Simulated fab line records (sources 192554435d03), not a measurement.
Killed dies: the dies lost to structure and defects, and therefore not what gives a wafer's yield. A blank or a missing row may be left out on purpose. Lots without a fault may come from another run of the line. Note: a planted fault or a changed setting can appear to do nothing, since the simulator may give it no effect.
Which tool is to blame? + flow n5Finfet + Sampling: 9 lots, 27 wafers, 5 of 1938 route steps

WHAT THE GAUGES READ, wafer by wafer
N5_HKMG_FIN_CD_MEAS_12 targets a cd of 92.8 nm.
| lot  | measured     | on       | cdNm (nm)      |
|------|--------------|----------|----------------|
| L929 | day 4 17:41  | cdSem-02 | 92.9 93.6 93.0 |
| L931 | day 5 02:01  | cdSem-03 | 93.3 92.3 92.2 |
| L932 | day 5 08:00  | cdSem-02 | 91.5 91.9 91.3 |
| L944 | day 8 08:02  | cdSem-03 | 92.3 92.2 92.0 |
| L945 | day 8 17:45  | cdSem-01 | 91.8 92.1 91.8 |
| L946 | day 8 22:52  | cdSem-03 | 92.0 91.6 91.4 |
| L948 | day 9 11:04  | cdSem-03 | 93.0 91.6 92.9 |
| L949 | day 9 17:25  | cdSem-03 | 92.7 91.3 92.5 |
| L950 | day 10 01:46 | cdSem-01 | 91.6 92.1 91.5 |

N5_BEOL_M4_RC_MEAS_101.
| lot  | measured     | on        | DIBL_N (mV/V)  | DIBL_P (mV/V)  | IOFF_N (nA/um) | IOFF_P (nA/um) | IOFF_P_85C (nA/um) | IOFF_P_LIN (nA/um) | IOFF_P_LONG (nA/um)        | ION_N (uA/um) | ION_P (uA/um) | SS_N (mV/dec)  | SS_P (mV/dec)  | VT_N (mV)   | VT_P (mV)      | VT_P_LONG (mV)       | VT_P_LVT (mV)        |
|------|--------------|-----------|----------------|----------------|----------------|----------------|--------------------|--------------------|----------------------------|---------------|---------------|----------------|----------------|-------------|----------------|----------------------|----------------------|
| L929 | day 8 09:34  | prober-01 | 34.2 33.6 34.9 | 33.4 33.0 34.2 | 0.13 0.12 0.14 | 0.20 0.19 0.20 | 3.4 3.3 3.5        | 0.096 0.095 0.097  | 0.000109 0.000111 0.000105 | 674 658 668   | 468 462 462   | 71.0 71.3 71.7 | 72.0 72.1 73.0 | 249 254 252 | -251 -250 -249 | -273.5 -274.2 -271.4 | -96.9 -97.7 -97.2    |
| L931 | day 8 18:11  | prober-01 | 36.8 36.7 36.3 | 37.1 36.6 36.3 | 0.17 0.16 0.15 | 0.23 0.22 0.66 | 3.9 3.8 9.6        | 0.102 0.100 0.301  | 0.000102 0.0001 0.000221   | 676 678 678   | 469 469 519   | 71.6 71.8 71.7 | 73.7 73.8 73.7 | 250 252 251 | -248 -249 -218 | -275.8 -277.6 -250.8 | -96.0 -96.7 -64.2    |
| L932 | day 8 18:22  | prober-02 | 34.0 36.1 35.6 | 33.5 35.7 35.3 | 0.12 0.16 0.13 | 0.19 0.22 0.20 | 3.2 3.8 3.4        | 0.094 0.109 0.097  | 0.000111 0.000112 0.000117 | 662 679 662   | 460 470 464   | 70.9 70.9 70.7 | 72.6 72.7 72.9 | 253 248 252 | -251 -248 -249 | -272.3 -273.0 -274.9 | -98.8 -95.8 -98.9    |
| L944 | day 12 07:35 | prober-01 | 32.6 34.0 33.3 | 32.8 34.3 33.3 | 0.12 0.14 0.12 | 0.17 0.19 0.17 | 3.1 3.4 3.1        | 0.089 0.094 0.088  | 0.000117 0.000114 0.000117 | 659 673 674   | 464 467 463   | 70.5 70.6 70.7 | 71.4 72.4 71.8 | 253 252 251 | -250 -250 -251 | -271.4 -272.9 -272.5 | -102.1 -100.7 -102.5 |
| L945 | day 12 15:37 | prober-02 | 36.7 35.7 37.8 | 33.2 32.5 34.5 | 0.15 0.14 0.17 | 0.19 0.18 0.21 | 3.3 3.3 3.7        | 0.092 0.092 0.099  | 0.000105 0.000108 0.000102 | 676 680 683   | 463 466 467   | 71.3 71.3 71.7 | 72.7 72.5 73.6 | 250 250 248 | -251 -253 -251 | -276.9 -274.6 -275.0 | -101.6 -101.3 -99.5  |
| L946 | day 13 04:11 | prober-01 | 33.5 32.6 36.3 | 33.8 31.7 35.8 | 0.13 0.11 0.17 | 0.19 0.17 0.22 | 3.3 3.0 3.8        | 0.097 0.087 0.106  | 0.00011 0.000108 0.000108  | 670 645 681   | 464 447 468   | 70.4 70.0 71.0 | 72.4 72.1 73.4 | 250 252 251 | -248 -251 -248 | -276.7 -273.8 -273.3 | -99.1 -100.5 -97.2   |
| L948 | day 13 19:22 | prober-02 | 34.1 35.5 36.3 | 32.4 35.3 35.0 | 0.12 0.15 0.16 | 0.18 0.21 0.19 | 3.1 3.6 3.4        | 0.086 0.098 0.093  | 9.6e-05 0.000102 0.000106  | 653 675 675   | 456 463 461   | 71.3 71.6 71.5 | 72.6 72.9 73.0 | 251 251 249 | -252 -254 -253 | -277.2 -278.8 -274.2 | -101.1 -99.4 -100.1  |
| L949 | day 13 22:01 | prober-02 | 35.8 37.6 34.1 | 36.1 38.6 33.2 | 0.15 0.19 0.12 | 0.21 0.25 0.16 | 3.7 4.2 2.9        | 0.102 0.113 0.084  | 0.000107 0.000109 0.000104 | 673 686 665   | 461 467 455   | 71.4 72.0 70.5 | 73.9 74.6 72.6 | 248 246 255 | -251 -249 -251 | -275.2 -274.5 -275.4 | -99.3 -97.9 -102.6   |
| L950 | day 14 03:22 | prober-02 | 33.7 36.1 34.0 | 34.0 36.2 34.3 | 0.11 0.14 0.11 | 0.16 0.18 0.15 | 2.9 3.2 2.9        | 0.079 0.087 0.077  | 9.5e-05 9.2e-05 9.4e-05    | 667 675 658   | 464 457 457   | 70.3 71.2 70.8 | 72.1 73.5 72.1 | 256 254 255 | -255 -251 -255 | -279.1 -279.4 -277.7 | -105.9 -103.6 -105.6 |

WHAT TOOL EACH LOT RAN ON (gives the tool, then ch and the chambers of the sampled wafers, and finally the start)
| lot  | N5_HKMG_FIN_ETCH_54              | N5_HKMG_FIN_ALD_36                | N5_HKMG_FIN_PWFM_ALD_03            |
|------|----------------------------------|-----------------------------------|------------------------------------|
| L929 | rieDiel-02 ch 2,3, day 4 14:26   | aldMetal-01 ch 0,3, day 4 16:31   | aldMetal-03 ch 0,1, day 4 16:50    |
| L931 | rieDiel-01 ch 0,1,2, day 4 22:38 | aldMetal-01 ch 0,3, day 5 00:52   | aldMetal-03 ch 1,2,3, day 5 01:11  |
| L932 | rieDiel-02 ch 0,2,3, day 5 04:45 | aldMetal-04 ch 0,1,2, day 5 06:50 | aldMetal-03 ch 0,2,3, day 5 07:09  |
| L944 | rieDiel-05 ch 0,1,3, day 8 04:46 | aldMetal-04 ch 0,1,2, day 8 06:53 | aldMetal-03 ch 0,1,3, day 8 07:11  |
| L945 | rieDiel-01 ch 2,3, day 8 14:38   | aldMetal-03 ch 0,1,3, day 8 16:43 | aldMetal-01 ch 0,1, day 8 17:02    |
| L946 | rieDiel-02 ch 1,2,3, day 8 19:38 | aldMetal-03 ch 0,1,3, day 8 21:43 | aldMetal-01 ch 1,2,3, day 8 22:02  |
| L948 | rieDiel-05 ch 1,3, day 9 07:49   | aldMetal-03 ch 0,2,3, day 9 09:55 | aldMetal-04 ch 0,2,3, day 9 10:14  |
| L949 | rieDiel-02 ch 1,2,3, day 9 14:17 | aldMetal-04 ch 0,1,2, day 9 16:23 | aldMetal-01 ch 0,2,3, day 9 16:42  |
| L950 | rieDiel-05 ch 2,3, day 9 22:23   | aldMetal-01 ch 1,3, day 10 00:44  | aldMetal-03 ch 0,2,3, day 10 01:04 |
- N5_HKMG_FIN_ETCH_54: etches SiARC in CF4, target depth 45.5 nm, time 75.8 s.
- N5_HKMG_FIN_ALD_36: deposits TiN, target thk 1 nm, pulse time 1 s, purge time 3 s.
- N5_HKMG_FIN_PWFM_ALD_03: deposits TiN, target thk 2 nm, pulse time 1 s, purge time 3 s.

WHAT THE TOOLS THEMSELVES READ (means of the sampled wafers that have a number; where no wafer has one, the mark that the record gives instead)
N5_HKMG_FIN_ETCH_54.
| lot  | tool       | chamberPressureMTorr (mTorr) | drypumpMotorCurrentA (A) | etchRfOnTimeS (s) | oesProductAu (a.u.) | rfVppV (V) | showerheadPlenumPTorr (Torr) | throttleValvePct (%) |
|------|------------|------------------------------|--------------------------|-------------------|---------------------|------------|------------------------------|----------------------|
| L929 | rieDiel-02 | 39.96                        | 6.4                      | 74.6              | 0.75                | 185.0      | 2.23                         | 15.38                |
| L931 | rieDiel-01 | 39.97                        | 5.6                      | 76.5              | 0.61                | 184.4      | 2.13                         | 15.87                |
| L932 | rieDiel-02 | 40.01                        | 6.3                      | 74.2              | 0.72                | 184.0      | 2.16                         | 15.46                |
| L944 | rieDiel-05 | 39.98                        | 5.8                      | 77.0              | 0.65                | 184.8      | 2.18                         | 15.64                |
| L945 | rieDiel-01 | 40.00                        | 5.5                      | 74.2              | 0.74                | 184.4      | 2.20                         | 15.60                |
| L946 | rieDiel-02 | 39.93                        | 6.1                      | 75.4              | 0.66                | 185.2      | 2.17                         | 15.56                |
| L948 | rieDiel-05 | 40.01                        | 5.7                      | 76.9              | 0.68                | 184.5      | 2.22                         | 15.57                |
| L949 | rieDiel-02 | 40.01                        | 6.2                      | 74.4              | 0.66                | 184.5      | 2.17                         | 15.57                |
| L950 | rieDiel-05 | 39.97                        | 5.6                      | 77.0              | 0.78                | 185.0      | 2.16                         | 15.46                |

N5_HKMG_FIN_ALD_36.
| lot  | tool        | heaterPowerW (W) | precursorPulseHeightRel |
|------|-------------|------------------|-------------------------|
| L929 | aldMetal-01 | 871              | 0.989                   |
| L931 | aldMetal-01 | 865              | 0.990                   |
| L932 | aldMetal-04 | 864              | 1.018                   |
| L944 | aldMetal-04 | 860              | 0.996                   |
| L945 | aldMetal-03 | 833              | 1.005                   |
| L946 | aldMetal-03 | 840              | 0.990                   |
| L948 | aldMetal-03 | 863              | 0.999                   |
| L949 | aldMetal-04 | 889              | 0.995                   |
| L950 | aldMetal-01 | 881              | 1.006                   |

N5_HKMG_FIN_PWFM_ALD_03.
| lot  | tool        | heaterPowerW (W) | precursorPulseHeightRel |
|------|-------------|------------------|-------------------------|
| L929 | aldMetal-03 | 806              | 1.010                   |
| L931 | aldMetal-03 | 830              | 0.996                   |
| L932 | aldMetal-03 | 872              | 1.005                   |
| L944 | aldMetal-03 | 836              | 0.994                   |
| L945 | aldMetal-01 | 922              | 0.994                   |
| L946 | aldMetal-01 | 875              | 1.008                   |
| L948 | aldMetal-04 | 857              | 0.996                   |
| L949 | aldMetal-01 | 906              | 1.000                   |
| L950 | aldMetal-03 | 866              | 1.001                   |

THE ANSWER, worked out from the rows above alone
Rule: usual is defined by the lots themselves. The widest of any qualifying gaps counts: lots, ordered by their means at a reading, are off when they make up no more than a third of the lots, leave a main group of 4 or more, and stand apart from it by 3 or more times the standard deviation of that group's means. The tables above print the reading to a certain number of digits; a main group whose means all agree to those digits is not used. A lot without any number at a reading at which 4 lots or more have one is off too. Where the step has rows for the other lots, those lots are counted as sound. After the gauges, taken in route order, come the tools' own readings; for these a lot's mean is taken, as printed above. The first step at which some lot is off is used, and at that step the reading that is off furthest; a lot without a number counts as furthest.
Off: L931, seen at N5_BEOL_M4_RC_MEAS_101 (IOFF_P_85C). Mean 3.4 nA/um and standard deviation 0.17 in the main group.
If a tool, at a process step before that reading, ran all the lots that are off and no sound lot after the first of them, it fits. Gauges at N5_BEOL_M4_RC_MEAS_101: tried the same way as those tools. Of those tried, none fits.

WHAT THE SIMULATOR HAD INSERTED
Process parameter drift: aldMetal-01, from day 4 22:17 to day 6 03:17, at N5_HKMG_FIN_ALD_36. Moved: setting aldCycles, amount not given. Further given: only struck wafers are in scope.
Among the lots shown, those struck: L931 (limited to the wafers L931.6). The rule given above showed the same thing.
